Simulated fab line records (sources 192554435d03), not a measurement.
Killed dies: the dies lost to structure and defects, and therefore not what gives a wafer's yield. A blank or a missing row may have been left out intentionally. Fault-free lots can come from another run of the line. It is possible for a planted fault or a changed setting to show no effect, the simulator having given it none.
Matching of chambers ; flow n5_finfet ; N5_BEOL_M0_ALD_136 on ald_metal-04: 4 sister chambers
The step deposits TaN, pulse time 2 s, purge time 3 s, co reactant purge time 2 s. 8 wafers are shown with their chamber, then 11 later ones without.

EACH WAFER AND ITS CHAMBER
wafer;chamber;heater_power_w (W);susceptor_temp_C (C)
L076.5;3;335;275.05
L078.2;3;339;274.97
L080.4;1;373;275.01
L080.5;2;408;274.80
L082.1;2;394;274.88
L082.4;0;408;274.97
L082.6;0;404;274.81
L083.1;1;382;274.80

WAFERS WHOSE CHAMBER IS MISSING
wafer;heater_power_w (W);susceptor_temp_C (C)
L083.3;402;275.02
L083.4;334;275.25
L084.1;395;275.16
L084.4;390;275.05
L084.6;405;275.08
L087.2;330;275.13
L087.3;398;274.95
L087.4;367;274.76
L089.2;382;274.51
L089.4;342;275.26
L089.5;400;275.06

EACH ONE'S CHAMBER
wafer;from the rows above;in truth
L083.3;can't be placed: 0 or 2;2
L083.4;3;3
L084.1;can't be placed: 0 or 2 or 1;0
L084.4;can't be placed: 1 or 2 or 0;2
L084.6;can't be placed: 0 or 2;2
L087.2;3;3
L087.3;can't be placed: 2 or 0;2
L087.4;1;1
L089.2;can't be placed: 1 or 2 or 0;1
L089.4;3;3
L089.5;can't be placed: 0 or 2 or 1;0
Placed correctly: 4 of 11. Not placeable from these rows: 7 (in 7, the candidates include the true chamber). Number placed wrongly: 0.
How it was worked out, from the rows above alone: a wafer's distance from a chamber is the root of the sum, over the readings, of the square of ((its reading less the chamber's mean) divided by the reading's scatter). The wafer belongs to the nearest chamber; if the next one is less than 2 further off, it can't be placed. For every chamber, the mean is computed from those of its wafers that are shown. The scatter: take each reading less its chamber's mean, square it, sum over the shown wafers, divide by the number of wafers less the number of chambers, and take the root.
